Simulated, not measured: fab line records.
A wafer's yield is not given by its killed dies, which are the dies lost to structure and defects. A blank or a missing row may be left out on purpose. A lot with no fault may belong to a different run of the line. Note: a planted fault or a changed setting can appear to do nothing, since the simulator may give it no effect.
Chamber matching + flow nand-harc + pecvd-04 running NHARC_P_M2_PRE_CLEAN_32: 3 sister chambers
The step time 12 s. 3 wafers are shown with their chamber, then 12 later ones without.

## EACH WAFER AND ITS CHAMBER
| wafer  | chamber | heater-power-w (W) |
|--------|---------|--------------------|
| L080.6 | 0       | 544                |
| L086.5 | 2       | 749                |
| L086.6 | 1       | 665                |

## WAFERS MISSING THEIR CHAMBER
| wafer  | heater-power-w (W) |
|--------|--------------------|
| L091.1 | 902                |
| L091.4 | 655                |
| L091.6 | 897                |
| L092.3 | 630                |
| L092.4 | 598                |
| L092.5 | 876                |
| L095.2 | 881                |
| L095.4 | 674                |
| L095.5 | 531                |
| L097.1 | 608                |
| L097.3 | 895                |
| L097.5 | 586                |

## THE CHAMBER EACH PASSED THROUGH
| wafer  | from the rows above          | in truth |
|--------|------------------------------|----------|
| L091.1 | can't be placed: 2 or 1      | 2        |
| L091.4 | can't be placed: 1 or 2 or 0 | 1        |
| L091.6 | can't be placed: 2 or 1      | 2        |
| L092.3 | can't be placed: 1 or 0 or 2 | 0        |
| L092.4 | can't be placed: 0 or 1 or 2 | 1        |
| L092.5 | can't be placed: 2 or 1      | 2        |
| L095.2 | can't be placed: 2 or 1      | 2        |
| L095.4 | can't be placed: 1 or 2 or 0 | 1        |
| L095.5 | can't be placed: 0 or 1      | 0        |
| L097.1 | can't be placed: 1 or 0 or 2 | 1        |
| L097.3 | can't be placed: 2 or 1      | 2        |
| L097.5 | can't be placed: 0 or 1 or 2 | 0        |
Correct placement for 0 of the 12. From these rows, 12 cannot be placed; in 12 the true chamber is one of the candidates. Wrongly placed: 0.
How it was worked out, from the rows above alone: a wafer's distance from a chamber is the root of the sum, over the readings, of the square of ((its reading less the chamber's mean) divided by the reading's scatter). If the next closest chamber is less than 2 further off than the closest, the wafer can't be placed; otherwise it belongs to the closest. A chamber's mean is the mean of its shown wafers. The scatter: with one shown wafer a chamber, the root of the mean of the squares of how far each hidden wafer lies from its nearest shown one.
